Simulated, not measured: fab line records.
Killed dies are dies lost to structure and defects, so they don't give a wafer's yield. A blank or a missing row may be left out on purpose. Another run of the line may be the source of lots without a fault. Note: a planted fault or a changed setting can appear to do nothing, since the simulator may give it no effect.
A single fault, viewed from 2 desks    flow n5 finfet    each desk has only its own numbers; what lay behind them comes last

THE DEFECT DESK
Per lot, the means of the sampled wafers with a number show what the inspections along the route counted. Any lot whose mean is over 4 standard deviations away from the usual mean is out of limits and marked OUT; that distance is given in the brackets.
Columns: A = raw defect count at N5_HKMG_FIN_INSPECT_28, usual 34
lot   first seen here  A
L575  day 4 21:16      46
L577  day 5 09:10      41
L585  day 7 11:08      32
L587  day 7 16:40      49
L588  day 8 00:22      39
L595  day 10 00:40     38
Finding of this desk: none of the 6 lots has anything out of limits.

FOR THE TOOL OWNER'S DESK: rie diel-06
The tool's own readings at N5_GATE_CUT_ETCH_58 (etches SiNx in CH3F/O2, target depth 17 nm, time 128.6 s): means of the sampled wafers that have a number, for each lot that ran on this tool. Any lot whose mean is over 4 standard deviations away from the usual mean is out of limits and marked OUT; that distance is given in the brackets.
Columns: A = CH3F_flow_sccm at N5_GATE_CUT_ETCH_58, usual 29.99 sccm; B = drypump motor current A at N5_GATE_CUT_ETCH_58, usual 5.8 A; C = oes product au at N5_GATE_CUT_ETCH_58, usual 0.80 a.u.; D = rf vpp V at N5_GATE_CUT_ETCH_58, usual 99.0 V; E = showerhead plenum p Torr at N5_GATE_CUT_ETCH_58, usual 1.99 Torr; F = throttle valve pct at N5_GATE_CUT_ETCH_58, usual 16.31 %
lot   first seen here  A      B    C     D     E     F
L575  day 4 21:35      30.04  6.1  0.74  99.1  2.01  16.49
L585  day 7 11:35      29.93  5.9  0.80  99.6  2.01  16.52
L587  day 7 17:01      30.00  5.7  0.89  99.0  1.99  16.30
Finding of this desk: none of the 3 lots has anything out of limits.

PUT TOGETHER
No out-of-limits result turned up at the defect desk.
Nothing out of limits was seen by the tool owner's desk.

WHAT THE SIMULATOR HAD INSERTED
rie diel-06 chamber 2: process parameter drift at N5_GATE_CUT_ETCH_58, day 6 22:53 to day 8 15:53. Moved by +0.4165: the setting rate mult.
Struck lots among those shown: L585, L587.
